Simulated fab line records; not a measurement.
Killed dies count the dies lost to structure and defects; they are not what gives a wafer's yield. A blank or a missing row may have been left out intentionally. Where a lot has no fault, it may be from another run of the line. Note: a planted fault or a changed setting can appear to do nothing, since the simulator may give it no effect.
Matching of chambers    flow n5-finfet    rie-diel-05 running N5_BEOL_M0_STRIP_142: 4 sister chambers
The step strips in N2/H2, time 10 s. 4 wafers are shown with their chamber, then 8 later ones without.

## EACH WAFER AND ITS CHAMBER
wafer   chamber  showerhead-plenum-p-Torr (Torr)
L084.4  0        2.40
L089.5  1        2.48
L089.6  2        2.63
L088.1  3        2.40

## WAFERS WHOSE CHAMBER IS MISSING
wafer   showerhead-plenum-p-Torr (Torr)
L088.3  2.48
L088.5  2.48
L095.2  2.62
L095.3  2.70
L095.6  2.71
L097.1  2.39
L097.3  2.62
L097.6  2.62

## THE CHAMBER EACH PASSED THROUGH
wafer    from the rows above       in truth
L088.3   1                         1
L088.5   1                         1
L095.2   2                         2
L095.3   2                         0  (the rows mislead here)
L095.6   2                         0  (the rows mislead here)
L097.1   can't be placed: 0 or 3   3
L097.3   2                         2
L097.6   2                         2
Correctly placed: 5 of 8. Can't be placed from these rows: 1 (the true chamber is among the candidates in 1). 2 placed wrongly.
How it was worked out, from the rows above alone: a wafer's distance from a chamber is the root of the sum, over the readings, of the square of ((its reading less the chamber's mean) divided by the reading's scatter). If the next closest chamber is less than 2 further off than the closest, the wafer can't be placed; otherwise it belongs to the closest. A chamber's mean is the mean of its shown wafers. The scatter: root of mean squared gap, hidden wafer to nearest shown wafer, with one shown wafer a chamber.
